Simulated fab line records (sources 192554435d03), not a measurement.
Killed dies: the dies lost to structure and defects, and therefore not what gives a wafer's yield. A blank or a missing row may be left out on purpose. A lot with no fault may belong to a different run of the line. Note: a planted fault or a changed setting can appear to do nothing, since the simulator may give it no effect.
Split-lot study -- flow n5_finfet -- route with 1938 steps; 7 lots, 39 wafers read

## SPLIT DETAILS
At N5_HKMG_FIN_ETCH_58 (etches SOC in N2/H2, target depth 215.8 nm, time 741 s), the setting target_depth_a was moved away from the recipe's 2158 angstrom on 12 of the 39 wafers read, by -56.3% to +38.3%. The other wafers ran this setting at the recipe's value.

Split to reading: the file shows no intervening step.

## THE READING
SOC_of_HKMG_FIN_COAT_41.thk_nm (the simulator's own value, which no gauge read), in nm, at N5_HKMG_FIN_STRIP_93 (strips SOC in N2/H2, time 20 s). No usual value for it is given in the file. Across the 27 wafers here that went through the recipe, the average is 70.6 nm and the standard deviation 7.2 nm.

wafer,"tool, chamber at the split","target_depth_a as run, angstrom",against the recipe,"SOC_of_HKMG_FIN_COAT_41.thk_nm, nm",against lot-mates on the recipe
L075.1,"rie_diel-05, 3",2158,recipe,65.6,-
L075.2,"rie_diel-05, 2",2158,recipe,79.4,-
L075.6,"rie_diel-05, 0",2158,recipe,64,-
L077.1,"rie_diel-01, 3",2158,recipe,84.6,-
L077.2,"rie_diel-01, 2",2158,recipe,71.6,-
L077.3,"rie_diel-01, 0",2985,+38.3%,0,-78.5
L077.4,"rie_diel-01, 1",2985,+38.3%,0,-78.5
L077.5,"rie_diel-01, 1",2985,+38.3%,0,-78.5
L077.6,"rie_diel-01, 0",2158,recipe,79.2,-
L083.1,"rie_diel-04, 2",2158,recipe,72.4,-
L083.2,"rie_diel-04, 3",942.9,-56.3%,186.6,+119.3
L083.3,"rie_diel-04, 0",942.9,-56.3%,194.4,+127.1
L083.4,"rie_diel-04, 1",2158,recipe,73,-
L083.5,"rie_diel-04, 3",2158,recipe,56.6,-
L083.6,"rie_diel-04, 2",942.9,-56.3%,194.2,+126.9
L084.1,"rie_diel-05, 0",2158,recipe,67,-
L084.2,"rie_diel-05, 3",2158,recipe,66,-
L084.3,"rie_diel-05, 2",2158,recipe,79.6,-
L084.4,"rie_diel-05, 0",2158,recipe,70,-
L084.5,"rie_diel-05, 3",2158,recipe,65.4,-
L084.6,"rie_diel-05, 2",2158,recipe,81.2,-
L086.1,"rie_diel-04, 2",2158,recipe,74.8,-
L086.2,"rie_diel-04, 1",1412,-34.6%,149,+82.3
L086.3,"rie_diel-04, 3",2158,recipe,62.6,-
L086.6,"rie_diel-04, 3",2158,recipe,62.6,-
L086.4,"rie_diel-04, 0",1412,-34.6%,150.2,+83.5
L086.5,"rie_diel-04, 0",1412,-34.6%,151.4,+84.7
L088.1,"rie_diel-04, 1",2158,recipe,74.2,-
L088.2,"rie_diel-04, 0",1344,-37.7%,155.4,+88.9
L088.3,"rie_diel-04, 2",1344,-37.7%,155,+88.5
L088.5,"rie_diel-04, 0",1344,-37.7%,155,+88.5
L088.4,"rie_diel-04, 3",2158,recipe,62,-
L088.6,"rie_diel-04, 3",2158,recipe,63.2,-
L093.1,"rie_diel-04, 1",2158,recipe,77.4,-
L093.2,"rie_diel-04, 3",2158,recipe,63.4,-
L093.3,"rie_diel-04, 0",2158,recipe,76.6,-
L093.4,"rie_diel-04, 2",2158,recipe,74.4,-
L093.5,"rie_diel-04, 0",2158,recipe,76.4,-
L093.6,"rie_diel-04, 3",2158,recipe,63,-

FIT RESULTS
A straight line over all 39 wafers: SOC_of_HKMG_FIN_COAT_41.thk_nm changes by -2.11 nm for each +1% of target_depth_a; r = -0.99; the points scatter about the line by 7.1 nm.
The same after taking each lot's own level away (the mean of its wafers on the recipe; 39 wafers): -2.22 nm for each +1%; r = -0.99; scatter 6.1 nm.
That fit puts the effect of the largest move of target_depth_a on the reading at 1.3e+02 nm.
The lots' own levels span 66.47 to 78.47 nm, that is 1.7 times the standard deviation above.
Hence the lot-to-lot level has little effect on the slope; both slopes agree.
Check: for one of the wafers moved furthest among these (-56.3%), held out of the fit, the line's prediction against its lot-mates is +128 nm. It came out at +119 nm against them.

## ADDITIONAL SPLITS CARRIED BY THESE WAFERS
Note: prior to the reading, these wafers also went through further splits. Each is held against what the fit with the lots' levels taken away leaves over:
other split on the same wafers,wafers away from the commonest value,r with SOC_of_HKMG_FIN_COAT_41.thk_nm (lot level and that fit taken away)
N5_PMOS_HMC_CHANNEL_EPI_HM_DEP_34 time_s,12,-0.02

## THE WHOLE CHAIN: every reading that the file lists as answering this split, in the file's order
step,what it does,reading,change (the file's fit),r (the file's)
N5_HKMG_FIN_ETCH_58,"etches SOC in N2/H2, target depth 215.8 nm, time 741 s","SOC_of_HKMG_FIN_COAT_41.thk_nm (the simulator's own value, which no gauge read)",-2.26 nm for each +1% of the setting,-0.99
N5_HKMG_FIN_ETCH_58,"etches SOC in N2/H2, target depth 215.8 nm, time 741 s","etch.depth_nm (the simulator's own value, which no gauge read)",+2.26 nm for each +1% of the setting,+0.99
N5_HKMG_FIN_ETCH_58,"etches SOC in N2/H2, target depth 215.8 nm, time 741 s","HKMG_FIN.feature_depth_nm (the simulator's own value, which no gauge read)",+2.26 nm for each +1% of the setting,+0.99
N5_HKMG_FIN_STRIP_93,"strips SOC in N2/H2, time 20 s","SOC_of_HKMG_FIN_COAT_41.thk_nm (the simulator's own value, which no gauge read)",-2.24 nm for each +1% of the setting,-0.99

## FILE'S OWN FIT
SOC_of_HKMG_FIN_COAT_41.thk_nm changes by -2.24 nm for each +1% of target_depth_a, r = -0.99.
